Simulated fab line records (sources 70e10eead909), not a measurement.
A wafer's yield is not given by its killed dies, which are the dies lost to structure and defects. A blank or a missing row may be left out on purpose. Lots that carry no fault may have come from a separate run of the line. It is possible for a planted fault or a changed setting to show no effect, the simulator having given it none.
fab line records -- flow nand_harc
[record] lots = 6, wafers = 18, last_day = 32
route steps=1302 shown P_CONTACT@237 P_M0@253 END@1302
lots with no fault: from the same line, run without faults
start_h: hours from the record's first day to the start of the lot's first wafer shown -- wait_h: time in hours since the lot's previous step -- " same as the row above -- L1.1+2: several wafers, shown together as one row -- - either no value or no given start -- * or withheld: withheld -- < > ~ a bound
route shown NAME@n: a module of which the file shows steps, and the number in the route of the first -- usual: mean and standard deviation over wafers with no fault -- same: alike in all rows -- chamber/n: place in a boat -- sites: per-site readings -- _std_site: the standard deviation of these -- _edge_site: outer sites' mean less inner sites' -- radius_mm: how far each site lies from the wafer's centre -- mask NAME#n: copy n -- behind: the tool/chamber that last shaped the wafer -- hold: reason for holding the lot/hours on hold/outcome of the hold -- device: whichever transistor did not switch (one of n, p or np) -- end of line: at the end of the route, the tests of the same wafers -- a step with no rows: only its recipe -- killed: count of dies lost to structure and defects at first sort (not the wafer's yield) -- map: dies across one wafer; x = killed, . = not, _ = none there
set.NAME: setting as actually run; set.NAME@STEP: the setting as run at that earlier step -- model.NAME: the simulator's own value behind a step, which no gauge read
lots at selected steps of the route; one table per step, one row per wafer
services: from which hour (start_h, from the record's first day; less than 0 if before it) a tool's chamber was out of use, for how many hours, and why
[[steps]]
[step NHARC_P_CONTACT_ETCH_36]
[recipe] target_depth_a = 2600, over_etch_frac = 0.25, time_s = 406.25, ion_energy_ev = 200, n2_flow_sccm = 150, h2_flow_sccm = 150, ar_flow_sccm = 0, rf_w = 400, bias_w = 150, chemistry = N2/H2
[step NHARC_P_CONTACT_ETCH_18]
[recipe] target_depth_a = 4810, time_s = 240.5, c4f8_flow_sccm = 20, o2_flow_sccm = 10, ar_flow_sccm = withheld, rf_w = 600, bias_w = 1500, chemistry = C4F8/O2/Ar
[usual] oes_product_au = 0.960/0.017, rf_vpp_V = 978/5.1
lot.wafer,tool,chamber,start_h,wait_h,oes_product_au,rf_hours_counter_h,rf_vpp_V
L400.3,rie_diel-05,2,-,-,0.983,0.6,981
L400.4,rie_diel-05,3,-,-,0.957,1.3,972
L400.1,rie_diel-05,0,-,-,0.960,1.2,988
L402.1,rie_diel-05,1,-,-,0.967,2.0,972
L402.6,rie_diel-05,2,-,-,0.954,-,981
L402.5,rie_diel-05,3,-,-,0.945,-,971
L407.3,rie_diel-05,3,-,-,0.933,4.0,971
L407.1,rie_diel-05,0,-,-,0.968,3.7,987
L407.6,rie_diel-05,2,-,-,0.973,-,982
L410.2,rie_diel-02,0,-,-,0.956,0.3,980
L410.1,rie_diel-02,1,-,-,0.983,0.3,979
L410.4,rie_diel-02,2,-,-,0.960,0.2,980
L419.2,rie_diel-02,0,-,-,0.979,4.8,982
L419.5,rie_diel-02,3,-,-,0.965,-,976
L419.6,rie_diel-02,0,-,-,0.970,-,983
L420.4,rie_diel-08,2,-,-,0.961,3.0,985
L420.1,rie_diel-08,0,-,-,0.979,3.1,975
L420.6,rie_diel-08,3,-,-,0.959,-,977
[step NHARC_P_CONTACT_STRIP_37]
[recipe] c4f8_flow_sccm = withheld, o2_flow_sccm = 8, ar_flow_sccm = withheld, bias_w = 0, chemistry = C4F8/O2/Ar
[step NHARC_P_CONTACT_ETCH_31]
[recipe] target_depth_a = 300, time_s = 85.7, ion_energy_ev = 120, over_etch_frac = 1, ch3f_flow_sccm = 50, o2_flow_sccm = 30, ar_flow_sccm = 200, rf_w = 500, bias_w = 100, chemistry = CH3F/O2
[step NHARC_P_CONTACT_CD_MEAS_19]
[usual] cd_nm = 88.6/2.1
lot.wafer,tool,chamber,start_h,wait_h,cd_nm
L400.1,cd_sem-02,-,125.50,-,88.0
L400.3,cd_sem-02,-,125.50,-,87.7
L400.4,cd_sem-02,-,125.50,-,88.1
L402.1,cd_sem-01,-,152.08,-,84.3
L402.5,cd_sem-01,-,152.08,-,86.4
L402.6,cd_sem-01,-,152.08,-,87.1
L407.1,cd_sem-02,-,197.54,-,89.4
L407.3,cd_sem-02,-,197.54,-,86.4
L407.6,cd_sem-02,-,197.54,-,86.8
L410.1,cd_sem-02,-,231.19,-,90.3
L410.2,cd_sem-02,-,231.19,-,89.6
L410.4,cd_sem-02,-,231.19,-,86.2
L419.2,cd_sem-01,-,317.34,-,92.2
L419.5,cd_sem-01,-,317.34,-,87.8
L419.6,cd_sem-01,-,317.34,-,89.6
L420.1,cd_sem-03,-,329.95,-,89.0
L420.4,cd_sem-03,-,329.95,-,86.5
L420.6,cd_sem-03,-,329.95,-,89.9
[step NHARC_P_CONTACT_STRIP_28]
[recipe] o2_flow_sccm = 500, ar_flow_sccm = 0, bias_w = 0, chemistry = O2
[step NHARC_P_CONTACT_STRIP_29]
[recipe] time_s = 1200, temp_c = 72.5, chemistry = post_etch_residue_remover
[step NHARC_P_CONTACT_DEGAS_38]
[recipe] temp_c = 300, time_s = 60
[usual] heater_power_w = 502/41
lot.wafer,tool,chamber,start_h,wait_h,heater_power_w
L400.3,pvd_sputter-01,-,126.22,-,505
L400.1,pvd_sputter-01,-,126.22,-,537
L400.4,pvd_sputter-01,-,126.22,-,479
L402.1,pvd_sputter-02,-,152.80,-,506
L402.6,pvd_sputter-02,-,152.80,-,511
L402.5,pvd_sputter-02,-,152.80,-,513
L407.1,pvd_sputter-01,-,198.32,-,521
L407.3,pvd_sputter-01,-,198.32,-,495
L407.6,pvd_sputter-01,-,198.32,-,521
L410.1,pvd_sputter-02,-,231.91,-,496
L410.2,pvd_sputter-02,-,231.91,-,525
L410.4,pvd_sputter-02,-,231.91,-,552
L419.2,pvd_sputter-01,-,318.05,-,547
L419.5,pvd_sputter-01,-,318.05,-,506
L419.6,pvd_sputter-01,-,318.05,-,535
L420.1,pvd_sputter-01,-,330.66,-,552
L420.4,pvd_sputter-01,-,330.66,-,510
L420.6,pvd_sputter-01,-,330.66,-,518
[step NHARC_P_CONTACT_PRE_CLEAN_39]
[recipe] time_s = 19.5, bias_v = 250, gas = Ar
[step NHARC_P_CONTACT_PVD_32]
[recipe] target_thk_a = 50, chamber_pressure_pa = 5, power_w = 5000, substrate_temp_c = 200, time_s = 17.7, material = Ti
[usual] cathode_dc_power_W = 4999.8/0.87, throttle_valve_pct = 29.8/1.3
lot.wafer,tool,chamber,start_h,wait_h,cathode_dc_power_W,throttle_valve_pct
L400.3,pvd_sputter-01,-,-,-,4998.5,28.2
L400.4,pvd_sputter-01,-,-,-,4999.3,29.2
L400.1,pvd_sputter-01,-,-,-,4998.8,29.2
L402.1,pvd_sputter-02,-,-,-,5000.9,29.2
L402.6,pvd_sputter-02,-,-,-,4999.8,30.7
L402.5,pvd_sputter-02,-,-,-,4999.4,29.3
L407.1,pvd_sputter-01,-,-,-,5001.4,31.7
L407.3,pvd_sputter-01,-,-,-,5000.0,28.3
L407.6,pvd_sputter-01,-,-,-,5000.5,31.8
L410.1,pvd_sputter-02,-,-,-,4999.7,29.5
L410.4,pvd_sputter-02,-,-,-,4998.7,31.2
L410.2,pvd_sputter-02,-,-,-,4999.4,29.4
L419.2,pvd_sputter-01,-,-,-,4999.7,29.7
L419.5,pvd_sputter-01,-,-,-,4998.4,27.9
L419.6,pvd_sputter-01,-,-,-,5000.6,29.1
L420.1,pvd_sputter-01,-,-,-,5000.2,31.9
L420.4,pvd_sputter-01,-,-,-,4999.5,27.7
L420.6,pvd_sputter-01,-,-,-,4999.3,29.3
[step NHARC_P_CONTACT_ALD_22]
[recipe] target_thk_a = 30, pulse_time_s = 1, ald_cycles = 150, temp_c = 450, material = TiN
[usual] heater_power_w = 1028/130, precursor_pulse_height_rel = 0.997/0.019
lot.wafer,tool,chamber,start_h,wait_h,heater_power_w,precursor_pulse_height_rel
L400.4,ald_metal-02,2,126.46,-,835,0.986
L400.3,ald_metal-02,3,126.46,-,1146,1.012
L400.1,ald_metal-02,0,126.46,-,1078,0.998
L402.1,ald_metal-02,2,153.10,-,851,0.990
L402.5,ald_metal-02,3,153.10,-,1172,1.014
L402.6,ald_metal-02,0,153.10,-,1052,0.992
L407.1,ald_metal-03,2,198.57,-,1301,0.990
L407.3,ald_metal-03,3,198.57,-,886,1.001
L407.6,ald_metal-03,1,198.57,-,1196,0.964
L410.2,ald_metal-02,0,232.15,-,1051,1.006
L410.4,ald_metal-02,1,232.15,-,1134,1.004
L410.1,ald_metal-02,3,232.15,-,1165,0.996
L419.2,ald_metal-02,2,318.35,-,822,1.011
L419.5,ald_metal-02,3,318.35,-,1137,1.008
L419.6,ald_metal-02,0,318.35,-,1040,0.993
L420.1,ald_metal-01,3,330.91,-,1038,1.017
L420.6,ald_metal-01,3,330.91,-,1060,0.981
L420.4,ald_metal-01,2,330.91,-,994,0.984
[step NHARC_P_CONTACT_CVD_23]
[recipe] target_thk_a = 2000, temp_c = 300, pressure_torr = 40, wf6_flow_sccm = 40, h2_flow_sccm = 1600, ar_flow_sccm = 1560, time_s = 557, material = W
[step NHARC_P_CONTACT_CMP_24]
[recipe] t_overpolish_s = 30, target_thk_nm = 200
[usual] motor_current_A = 12.7/1.2, overpolish_run_s = 30.000/0.0098, time_to_endpoint_s = 41/4.5
lot.wafer,tool,chamber,start_h,wait_h,motor_current_A,overpolish_run_s,time_to_endpoint_s
L400.4,cmp-03,1,127.30,0.4,12.8,30.012,35
L400.3,cmp-03,3,127.30,0.4,11.6,29.994,39
L400.1,cmp-03,0,127.30,0.4,13.0,29.989,33
L402.1,cmp-02,2,153.96,0.6,12.9,29.993,45
L402.6,cmp-02,3,153.96,0.6,13.1,29.999,39
L402.5,cmp-02,0,153.96,0.6,13.4,30.008,37
L407.1,cmp-03,0,199.43,0.6,13.4,30.012,32
L407.3,cmp-03,2,199.43,0.6,13.4,29.997,45
L407.6,cmp-03,0,199.43,0.6,13.3,29.990,34
L410.2,cmp-03,2,233.03,0.6,13.3,30.007,47
L410.1,cmp-03,3,233.03,0.6,12.3,30.011,42
L410.4,cmp-03,1,233.03,0.6,12.5,29.975,39
L419.2,cmp-03,1,319.15,0.6,12.6,30.002,38
L419.5,cmp-03,0,319.15,0.6,12.3,29.993,33
L419.6,cmp-03,1,319.15,0.6,12.9,30.000,36
L420.4,cmp-03,3,331.79,0.4,12.6,29.991,40
L420.1,cmp-03,1,331.79,0.4,13.0,30.001,37
L420.6,cmp-03,3,331.79,0.4,11.2,29.997,39
[step NHARC_P_CONTACT_SRD_26]
[step NHARC_P_CONTACT_INSPECT_27]
[usual] raw_defect_count = 328/160
lot.wafer,tool,chamber,start_h,wait_h,raw_defect_count
L400.1,defect_inspect-01,-,127.71,0.1,223
L400.3,defect_inspect-01,-,127.71,0.1,237
L400.4,defect_inspect-01,-,127.71,0.1,283
L402.1,defect_inspect-01,-,154.29,0.1,460
L402.5,defect_inspect-01,-,154.29,0.1,843
L402.6,defect_inspect-01,-,154.29,0.1,310
L407.1,defect_inspect-01,-,199.83,0.1,173
L407.3,defect_inspect-01,-,199.83,0.1,512
L407.6,defect_inspect-01,-,199.83,0.1,298
L410.1,defect_inspect-01,-,233.46,0.1,238
L410.2,defect_inspect-01,-,233.46,0.1,892
L410.4,defect_inspect-01,-,233.46,0.1,658
L419.2,defect_inspect-02,-,319.54,0.1,131
L419.5,defect_inspect-02,-,319.54,0.1,298
L419.6,defect_inspect-02,-,319.54,0.1,154
L420.1,defect_inspect-01,-,332.19,0.1,307
L420.4,defect_inspect-01,-,332.19,0.1,188
L420.6,defect_inspect-01,-,332.19,0.1,311
[step NHARC_P_M0_DEP_00]
[recipe] target_thk_a = 1500, target_thk_nm = 150, temp_c = withheld, pressure_torr = 5, flow_sccm = 200, rf_w = 600, material = SiOC
[step NHARC_P_M0_DEHYDRATE_01]
[recipe] temp_c = 150, time_s = 120
[step NHARC_P_M0_HMDS_02]
[recipe] time_s = 30
[step NHARC_P_M0_COAT_33]
[recipe] temp_c = 200, time_s = 65
[step NHARC_P_M0_COAT_03]
[recipe] spin_rpm = 1500, resist_thk_nm = 90
[step NHARC_P_M0_SOFTBAKE_04]
[recipe] temp_c = 105, time_s = 55
[step NHARC_P_M0_EBR_05]
[step NHARC_P_M0_EXPOSE_06]
[recipe] na = 1.35, target_cd_nm = 90, dose_mj = 81.28, mask_id = P_M0
[step NHARC_P_M0_PEB_07]
[recipe] peb_temp_c = 100, peb_time_s = 65
[step NHARC_P_M0_DEVELOP_08]
[recipe] develop_time_s = 35, dev_temp_c = 23
[step NHARC_P_M0_CD_MEAS_09]
[recipe] target_cd_nm = 90, landing_energy_ev = 500
[usual] cd_nm = 90.3/0.8
lot.wafer,tool,chamber,start_h,wait_h,cd_nm
L400.1,cd_sem-02,0,128.61,-,91.1
L400.3,cd_sem-02,0,128.61,-,90.7
L400.4,cd_sem-02,0,128.61,-,91.2
L402.1,cd_sem-01,0,155.19,-,90.5
L402.5,cd_sem-01,0,155.19,-,91.2
L402.6,cd_sem-01,0,155.19,-,90.1
L407.1,cd_sem-03,0,200.86,-,89.9
L407.3,cd_sem-03,0,200.86,-,91.0
L407.6,cd_sem-03,0,200.86,-,89.6
L410.1,cd_sem-02,0,234.36,-,90.5
L410.2,cd_sem-02,0,234.36,-,89.6
L410.4,cd_sem-02,0,234.36,-,89.7
L419.2,cd_sem-02,0,320.44,-,91.4
L419.5,cd_sem-02,0,320.44,-,91.2
L419.6,cd_sem-02,0,320.44,-,91.6
L420.1,cd_sem-01,0,333.14,-,90.4
L420.4,cd_sem-01,0,333.14,-,90.7
L420.6,cd_sem-01,0,333.14,-,89.8
[step NHARC_P_M0_OVL_MEAS_10]
[recipe] pitch_nm = 180
[usual] overlay_x_nm = 0.2/0.92, overlay_y_nm = 0.0/0.93
lot.wafer,tool,chamber,start_h,wait_h,overlay_x_nm,overlay_y_nm
L400.1,overlay-02,-,128.70,-,-0.1,-0.6
L400.3,overlay-02,-,128.70,-,-0.1,-1.1
L400.4,overlay-02,-,128.70,-,0.5,-0.8
L402.1,overlay-02,-,155.28,-,1.2,-0.9
L402.5,overlay-02,-,155.28,-,1.1,-0.8
L402.6,overlay-02,-,155.28,-,0.7,-0.9
L407.1,overlay-02,-,200.95,-,-0.2,0.7
L407.3,overlay-02,-,200.95,-,-1.1,0.9
L407.6,overlay-02,-,200.95,-,-0.6,0.4
L410.1,overlay-01,-,234.45,-,0.3,-0.3
L410.2,overlay-01,-,234.45,-,0.1,-0.7
L410.4,overlay-01,-,234.45,-,0.4,-1.0
L419.2,overlay-02,-,320.52,-,-0.3,1.6
L419.5,overlay-02,-,320.52,-,0.2,1.6
L419.6,overlay-02,-,320.52,-,0.4,1.3
L420.1,overlay-02,-,333.23,-,-0.8,0.4
L420.4,overlay-02,-,333.23,-,-0.9,0.0
L420.6,overlay-02,-,333.23,-,-0.7,-0.4
[step NHARC_P_M0_INSPECT_11]
[usual] raw_defect_count = 4.5/2.5
lot.wafer,tool,chamber,start_h,wait_h,raw_defect_count
L400.1,defect_inspect-01,-,128.74,0.0,6
L400.3,defect_inspect-01,-,128.74,0.0,3
L400.4,defect_inspect-01,-,128.74,0.0,7
L402.1,defect_inspect-01,-,155.32,0.0,6
L402.5,defect_inspect-01,-,155.32,0.0,9
L402.6,defect_inspect-01,-,155.32,0.0,13
L407.1,defect_inspect-01,-,200.99,0.0,2
L407.3,defect_inspect-01,-,200.99,0.0,287
L407.6,defect_inspect-01,-,200.99,0.0,6
L410.1,defect_inspect-01,-,234.49,0.0,11
L410.2,defect_inspect-01,-,234.49,0.0,272
L410.4,defect_inspect-01,-,234.49,0.0,10
L419.2,defect_inspect-01,-,320.56,0.0,2
L419.5,defect_inspect-01,-,320.56,0.0,5
L419.6,defect_inspect-01,-,320.56,0.0,1
L420.1,defect_inspect-02,-,333.26,0.0,8
L420.4,defect_inspect-02,-,333.26,0.0,3
L420.6,defect_inspect-02,-,333.26,0.0,4
[step NHARC_P_M0_DESCUM_14]
[recipe] time_s = 3, o2_flow_sccm = 200, ar_flow_sccm = 0, bias_power_w = 0, chemistry = O2
[usual] drypump_motor_current_A = 5.8/0.43, oes_product_au = 1.000/0.013, rf_vpp_V = 58.0/0.91, showerhead_plenum_p_Torr = 1.94/0.088, throttle_valve_pct = 11.313/0.0091
lot.wafer,tool,chamber,start_h,wait_h,drypump_motor_current_A,oes_product_au,rf_hours_counter_h,rf_vpp_V,showerhead_plenum_p_Torr,throttle_valve_pct
L400.3,rie_diel-01,2,128.81,0.1,6.7,0.985,33,57.9,2.07,11.304
L400.1,rie_diel-01,3,128.81,0.1,5.7,0.995,35,57.2,1.92,11.304
L400.4,rie_diel-01,0,128.81,0.1,5.8,0.986,30,59.9,2.01,11.310
L402.1,rie_diel-04,2,155.40,0.1,6.1,1.005,27,57.3,2.05,11.332
L402.5,rie_diel-04,0,155.40,0.1,5.5,0.988,-,57.8,2.01,11.317
L402.6,rie_diel-04,1,155.40,0.1,6.0,0.982,-,56.8,1.90,11.319
L407.1,rie_diel-04,3,201.06,0.1,5.2,1.013,0,55.9,1.87,11.306
L407.3,rie_diel-04,1,201.06,0.1,6.0,0.993,0,55.5,1.89,11.304
L407.6,rie_diel-04,3,201.06,0.1,5.2,1.018,-,59.0,1.87,11.324
L410.1,rie_diel-04,0,234.55,0.1,5.5,0.999,5,59.4,2.00,11.308
L410.2,rie_diel-04,1,234.55,0.1,6.0,0.994,7,58.7,1.89,11.325
L410.4,rie_diel-04,2,234.55,0.1,6.1,1.014,7,58.4,2.05,11.324
L419.2,rie_diel-01,1,320.63,0.1,5.3,0.997,33,57.8,1.76,11.306
L419.6,rie_diel-01,0,320.63,0.1,5.8,1.004,-,58.3,2.00,11.313
L419.5,rie_diel-01,1,320.63,0.1,5.2,0.992,-,56.5,1.76,11.307
L420.1,rie_diel-04,2,333.32,0.1,6.1,1.007,25,58.7,2.04,11.299
L420.4,rie_diel-04,3,333.32,0.1,5.2,1.016,23,57.2,1.86,11.311
L420.6,rie_diel-04,3,333.32,0.1,5.2,1.010,-,58.2,1.86,11.309
[step NHARC_END_SORT_01]
[recipe] temp_c = 25
[usual] killed_at_array = 54/12, killed_at_other = 0.7/1.1, killed_at_periphery = 3.9/2.8, killed_dies = 59/13, killed_open = 3.4/2, killed_short = 2.5/1.7
[same] gross_dies = 677
lot.wafer,tool,chamber,start_h,wait_h,killed_at_array,killed_at_other,killed_at_periphery,killed_dies,killed_open,killed_short
L407.3,prober-02,0,640.33,3.1,56,0,222,278,1,4
L410.1,prober-01,0,665.93,2.5,46,1,10,57,7,1
L410.2,prober-01,0,666.73,2.8,37,0,207,244,2,1
L410.4,prober-01,0,668.34,3.4,43,0,6,49,1,0
// killed by level:class
L407.3 P_CONTACT:unspecified=219 A_CHANNEL_HOLE_D1:chamber_film_flake=26 A_CHANNEL_HOLE_D2:chamber_film_flake=13 A_CONTACT:chamber_film_flake=4 A_STAIRCASE:chamber_film_flake=3 A_SLIT:chamber_film_flake=2 A_SOURCE_PLATE:geometric_particle:short=1 A_CHANNEL_FILL_D2:geometric_particle:short=1
L410.1 A_SLIT:chamber_film_flake=23 A_CONTACT:chamber_film_flake=8 P_CONTACT:chamber_film_flake=6 A_CHANNEL_HOLE_D1:chamber_film_flake=5 A_CHANNEL_HOLE_D2:chamber_film_flake=3 P_M0:geometric_particle:open=2 P_CONTACT:geometric_particle:open=1 A_CHANNEL_FILL_D1:geometric_particle:open=1
L410.2 P_CONTACT:unspecified=204 A_SLIT:chamber_film_flake=23 A_CONTACT:chamber_film_flake=5 A_CHANNEL_HOLE_D1:chamber_film_flake=4 A_CHANNEL_HOLE_D2:chamber_film_flake=3 P_CONTACT:chamber_film_flake=2 P_M0:geometric_particle:open=1 A_CHANNEL_FILL_D1:geometric_particle:open=1
L410.4 A_SLIT:chamber_film_flake=24 A_CHANNEL_HOLE_D2:chamber_film_flake=6 A_CONTACT:chamber_film_flake=4 P_CONTACT:chamber_film_flake=3 A_CHANNEL_HOLE_D1:chamber_film_flake=3 P_ZERO_WELL:chamber_film_flake=2 A_STAIRCASE:chamber_film_flake=2 A_WL_FILL:chamber_film_flake=2
// map L407.3 (x killed, . not)
____________.____________
_________.x.x.xx_________
_______..x.x....x._______
______x.xx..xxx..x.______
_____.....x..xxx.x.x_____
____.xxx.x..xxx.x....____
____xxx...x.x..x.xxx.____
___.x.....x..x.x...x..___
___.........xxx..x.x.x___
__x.x...x......x..x.xxx__
__.x...x.x.x..x....xxxx__
_xx....x..x.x..xx..xx.x._
_x..x.x..xx.....x......x_
_....xx...xxx.x..xx..x.x_
_.xx.x......x...x...xxx._
_xx..xxxx.x.x.xx.....xx._
..x.x.xxx.x.....x.x..xxxx
.x.xxxx..xxx..x....xxxxxx
.x..x.x..x.x...x.xx..xx.x
.x..x.x...x......xxxxxxxx
x.x....x....xxx.....xxxxx
_.x....x.........xx..xxx_
_.xxx.xx.x....xxxxx.xxxx_
_xx....x.x...x......xxxx_
_.x....x.....x.....x..x._
_...x..x........x..x...x_
__..x...xx.x..x...x.x..__
__x....xx.x.x......xx..__
___.x...x..xx....xxxxx___
___.x.xx..xx.......xxx___
____.x..x.........xxx____
____.xx....x...xxx..x____
_____xx....x..xx..xx_____
______..xxx..x.x.xx______
_______x...x.x...x_______
_________x..xx.._________
____________.____________
// map L410.2 (x killed, . not)
____________x____________
_________xx..x.._________
_______.x.x..xxx.x_______
______.x.x....xx.x.______
_____..x...........x_____
____x...x....x..x...x____
____....x...........x____
___..xx..x..x.x..x....___
___...x.xx..x..x......___
__.x...x..x.x....xxxxx.__
__x..xx..x...xx...xxx.x__
_xxxxxx......x.........._
_xxxxx....x.x......x...._
_xxxx..x...x...x........_
_xxxxx....x.xxx...x.x..._
_xxx.xx.x..x..x.......x._
xxxx......x.xx.xx...x....
x.xxx.xx.x.x....xxx......
.x..x.x.....x.....xxx.x..
.x.xx.xx..x..xx....x.xxx.
x.x.xx...x..........x..x.
_..xx...xx.x.x..x...x..x_
_..x.........x...x..xxxx_
_..x.xxxxx..xxx.x.....xx_
_.....x.xx.x.x..xxx...x._
_xx.x....x..x.x...x.xx.._
__..xxxxxx....x...x.xx.__
__.......x.......x..x.x__
___..x...x.x...x..xxxx___
___....x.xxxx....x..x.___
____.......xxx.x.xx.x____
____....x..x....x.xx.____
_____.x......xx...xx_____
______.......x.x..x______
_______...x.....xx_______
_________....x.x_________
____________.____________
[[services]]
tool,chamber,start_h,hours,kind
pvd_sputter-02,-,104.00,10.0,pm
pvd_sputter-01,-,115.74,3.3,repair
rie_diel-04,1,116.05,13.6,repair
rie_diel-02,2,129.64,6.4,repair
pvd_sputter-01,-,151.74,0.8,repair
cmp-03,-,162.79,4.0,pm
rie_diel-04,-,177.90,9.0,pm
ald_metal-02,2,185.34,17.4,repair
pvd_sputter-02,-,198.33,7.1,repair
cmp-03,-,202.46,21.5,repair
ald_metal-02,0,203.50,18.3,repair
pvd_sputter-01,-,226.07,10.0,pm
rie_diel-05,-,229.60,9.0,pm
ald_metal-02,-,254.00,10.0,pm
cmp-03,-,260.79,4.0,pm
pvd_sputter-01,-,280.42,4.2,repair
pvd_sputter-02,-,282.00,10.0,pm
cmp-03,-,289.87,1.7,repair
rie_diel-04,1,290.83,2.3,repair
ald_metal-02,-,293.31,2.7,repair
pvd_sputter-01,-,297.18,9.8,repair
rie_diel-05,1,306.42,2.3,repair
cmp-03,-,309.50,0.2,repair
rie_diel-04,0,311.71,11.6,repair
[[key]]
[first_sign] step = NHARC_P_M0_INSPECT_11, reading = raw_defect_count, direction = up, sigmas = 99+, usual = 4.5, struck = 279.5
[effect] step = NHARC_END_SORT_01, reading = killed_at_periphery, direction = up, sigmas = 76, usual = 3.9, struck = 214.5
[more_kills_born_at] NHARC_P_CONTACT_CMP_24@cmp-03 = 423
met_at NHARC_P_CONTACT_CMP_24
struck_wafers L407.3,L410.2
tester_left_out L407,L410
[fault] kind = chamber_particle_source, tool = cmp-03, chamber = 2, onset_h = 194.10, steps = NHARC_P_CONTACT_CMP_24, rate_per_visit_cm2 = 0.42904, end_h = 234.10
// tester_left_out: of these lots the tester's yield and bins aren't shown, on N5 and GAA mostly nor the transistor test; their killed dies are dies lost to structure and defects alone, not to doping, threshold or leakage, so they don't give the yield
